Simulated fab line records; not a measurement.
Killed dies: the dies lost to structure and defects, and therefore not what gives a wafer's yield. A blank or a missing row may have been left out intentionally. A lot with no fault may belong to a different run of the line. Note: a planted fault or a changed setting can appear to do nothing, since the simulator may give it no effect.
Split-lot experiment :: flow n5_finfet :: route with 1938 steps; 7 lots, 21 wafers read

## ON THE SPLIT
At N5_BEOL_M3_EXPOSE_25 (exposes mask V2, defocus 5 nm), the setting dose_mj was moved away from the recipe's 63 on 6 of the 21 wafers read, by -6.1% to +5.2%. For the rest of the wafers, this setting stayed at what the recipe calls for.

## FROM THE SPLIT TO THE READING: what the file shows between them, 2 steps
- N5_BEOL_M3_PEB_26: peb time 60 s
- N5_BEOL_M3_DEVELOP_27: develop time 30 s

## THE READING
cd_nm, in nm, at N5_BEOL_M3_CD_MEAS_28 (target cd 25.7 nm, target cd y 23.3 nm). On this fab line, fault-free wafers typically give 25.66 nm with a standard deviation of 0.24 nm.

wafer: L079.2
tool, chamber at the split: euv_scanner-02, 0
dose_mj as run: 66.25
against the recipe: +5.2%
cd_nm, nm: 26.42
against lot-mates on the recipe: +1.50

wafer: L079.4
tool, chamber at the split: euv_scanner-02, 0
dose_mj as run: 66.25
against the recipe: +5.2%
cd_nm, nm: 26.24
against lot-mates on the recipe: +1.32

wafer: L079.5
tool, chamber at the split: euv_scanner-02, 0
dose_mj as run: 63
against the recipe: recipe
cd_nm, nm: 24.92
against lot-mates on the recipe: -

wafer: L082.1
tool, chamber at the split: euv_scanner-01, 0
dose_mj as run: 63
against the recipe: recipe
cd_nm, nm: 25.67
against lot-mates on the recipe: -

wafer: L082.2
tool, chamber at the split: euv_scanner-01, 0
dose_mj as run: 63
against the recipe: recipe
cd_nm, nm: 26.20
against lot-mates on the recipe: -

wafer: L082.6
tool, chamber at the split: euv_scanner-01, 0
dose_mj as run: 63
against the recipe: recipe
cd_nm, nm: 26.03
against lot-mates on the recipe: -

wafer: L084.2
tool, chamber at the split: euv_scanner-02, 0
dose_mj as run: 63
against the recipe: recipe
cd_nm, nm: 25.50
against lot-mates on the recipe: -

wafer: L084.4
tool, chamber at the split: euv_scanner-02, 0
dose_mj as run: 63
against the recipe: recipe
cd_nm, nm: 25.65
against lot-mates on the recipe: -

wafer: L084.6
tool, chamber at the split: euv_scanner-02, 0
dose_mj as run: 64.56
against the recipe: +2.5%
cd_nm, nm: 26.15
against lot-mates on the recipe: +0.57

wafer: L086.3
tool, chamber at the split: euv_scanner-02, 0
dose_mj as run: 59.15
against the recipe: -6.1%
cd_nm, nm: 24.38
against lot-mates on the recipe: -1.14

wafer: L086.5
tool, chamber at the split: euv_scanner-02, 0
dose_mj as run: 63
against the recipe: recipe
cd_nm, nm: 25.24
against lot-mates on the recipe: -

wafer: L086.6
tool, chamber at the split: euv_scanner-02, 0
dose_mj as run: 63
against the recipe: recipe
cd_nm, nm: 25.81
against lot-mates on the recipe: -

wafer: L087.1
tool, chamber at the split: euv_scanner-02, 0
dose_mj as run: 63
against the recipe: recipe
cd_nm, nm: 25.75
against lot-mates on the recipe: -

wafer: L087.2
tool, chamber at the split: euv_scanner-02, 0
dose_mj as run: 65.57
against the recipe: +4.1%
cd_nm, nm: 26.55
against lot-mates on the recipe: +0.85

wafer: L087.5
tool, chamber at the split: euv_scanner-02, 0
dose_mj as run: 63
against the recipe: recipe
cd_nm, nm: 25.65
against lot-mates on the recipe: -

wafer: L088.1
tool, chamber at the split: euv_scanner-02, 0
dose_mj as run: 63
against the recipe: recipe
cd_nm, nm: 26.08
against lot-mates on the recipe: -

wafer: L088.3
tool, chamber at the split: euv_scanner-02, 0
dose_mj as run: 63
against the recipe: recipe
cd_nm, nm: 25.71
against lot-mates on the recipe: -

wafer: L088.5
tool, chamber at the split: euv_scanner-02, 0
dose_mj as run: 63
against the recipe: recipe
cd_nm, nm: 25.98
against lot-mates on the recipe: -

wafer: L091.2
tool, chamber at the split: euv_scanner-01, 0
dose_mj as run: 63
against the recipe: recipe
cd_nm, nm: 25.97
against lot-mates on the recipe: -

wafer: L091.5
tool, chamber at the split: euv_scanner-01, 0
dose_mj as run: 63
against the recipe: recipe
cd_nm, nm: 25.72
against lot-mates on the recipe: -

wafer: L091.6
tool, chamber at the split: euv_scanner-01, 0
dose_mj as run: 65.41
against the recipe: +3.8%
cd_nm, nm: 26.31
against lot-mates on the recipe: +0.46

FIT RESULTS
A straight line over all 21 wafers: cd_nm changes by +0.169 nm for each +1% of dose_mj; r = +0.81; the points scatter about the line by 0.31 nm.
The same after taking each lot's own level away (the mean of its wafers on the recipe; 21 wafers): +0.218 nm for each +1%; r = +0.94; scatter 0.2 nm.
That fit puts the effect of the largest move of dose_mj on the reading at 1.3 nm.
The lots' own levels span 24.920 to 25.967 nm, that is 4.4 times the standard deviation above.
Thus the slope moves with the lot-to-lot level: the two fits are different.
Check: -1.45 nm against its lot-mates is what the line predicts for one of the wafers moved furthest among these (-6.1%) when that wafer is left out of the fit. Against them it came out at -1.14 nm.

## THESE WAFERS: OTHER SPLITS
Other splits were also applied to these wafers ahead of the reading. Each is held against what the fit with the lots' levels taken away leaves over:
other split on the same wafers: N5_BEOL_M2_ALD_98 ald_cycles
wafers away from the commonest value: 6
r with cd_nm (lot level and that fit taken away): -0.22

other split on the same wafers: N5_BEOL_M3_COAT_61 spin_rpm
wafers away from the commonest value: 6
r with cd_nm (lot level and that fit taken away): -0.29

## FILE'S OWN FIT
cd_nm changes by +0.207 nm for each +1% of dose_mj, r = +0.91.
